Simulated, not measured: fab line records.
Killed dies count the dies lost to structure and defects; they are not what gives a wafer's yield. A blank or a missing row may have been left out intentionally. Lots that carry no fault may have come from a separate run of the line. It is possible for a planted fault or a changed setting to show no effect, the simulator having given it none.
Matching of chambers / flow nand-harc / ald-metal-03 running NHARC_A_BLC_ALD_23: 4 sister chambers
The step deposits TiN, target thk 3 nm, pulse time 1 s, ald cycles 150. 8 wafers are shown with their chamber, then 9 later ones without.

== WAFERS WITH THEIR CHAMBER ==
wafer=L084.2; chamber=1; heater-power-w (W)=1172; precursor-pulse-height-rel=0.954
wafer=L084.4; chamber=2; heater-power-w (W)=1067; precursor-pulse-height-rel=1.014
wafer=L087.2; chamber=2; heater-power-w (W)=1060; precursor-pulse-height-rel=0.990
wafer=L087.3; chamber=0; heater-power-w (W)=1203; precursor-pulse-height-rel=1.008
wafer=L087.6; chamber=1; heater-power-w (W)=1237; precursor-pulse-height-rel=0.969
wafer=L090.1; chamber=3; heater-power-w (W)=1145; precursor-pulse-height-rel=1.015
wafer=L090.5; chamber=0; heater-power-w (W)=1218; precursor-pulse-height-rel=1.001
wafer=L090.6; chamber=3; heater-power-w (W)=1172; precursor-pulse-height-rel=0.979

== WAFERS WITHOUT THEIR CHAMBER ==
wafer=L091.2; heater-power-w (W)=1217; precursor-pulse-height-rel=1.013
wafer=L091.4; heater-power-w (W)=1066; precursor-pulse-height-rel=0.982
wafer=L091.6; heater-power-w (W)=1215; precursor-pulse-height-rel=0.986
wafer=L094.2; heater-power-w (W)=1079; precursor-pulse-height-rel=0.986
wafer=L094.5; heater-power-w (W)=1148; precursor-pulse-height-rel=1.007
wafer=L094.6; heater-power-w (W)=1089; precursor-pulse-height-rel=0.985
wafer=L097.3; heater-power-w (W)=1232; precursor-pulse-height-rel=0.979
wafer=L097.5; heater-power-w (W)=1081; precursor-pulse-height-rel=1.023
wafer=L097.6; heater-power-w (W)=1200; precursor-pulse-height-rel=0.984

== THE CHAMBER EACH PASSED THROUGH ==
wafer=L091.2; from the rows above=can't be placed: 0 or 3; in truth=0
wafer=L091.4; from the rows above=2; in truth=2
wafer=L091.6; from the rows above=can't be placed: 0 or 1 or 3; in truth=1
wafer=L094.2; from the rows above=2; in truth=2
wafer=L094.5; from the rows above=can't be placed: 3 or 0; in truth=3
wafer=L094.6; from the rows above=can't be placed: 2 or 3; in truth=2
wafer=L097.3; from the rows above=can't be placed: 1 or 0 or 3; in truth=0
wafer=L097.5; from the rows above=can't be placed: 2 or 3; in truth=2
wafer=L097.6; from the rows above=can't be placed: 0 or 1 or 3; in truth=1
2 of 9 placed correctly. Not placeable from these rows: 7 (in 7, the candidates include the true chamber). Number placed wrongly: 0.
How it was worked out, from the rows above alone: a wafer's distance from a chamber is the root of the sum, over the readings, of the square of ((its reading less the chamber's mean) divided by the reading's scatter). If the next closest chamber is less than 2 further off than the closest, the wafer can't be placed; otherwise it belongs to the closest. The mean given for a chamber averages the wafers shown for that chamber. The scatter: take each reading less its chamber's mean, square it, sum over the shown wafers, divide by the number of wafers less the number of chambers, and take the root.
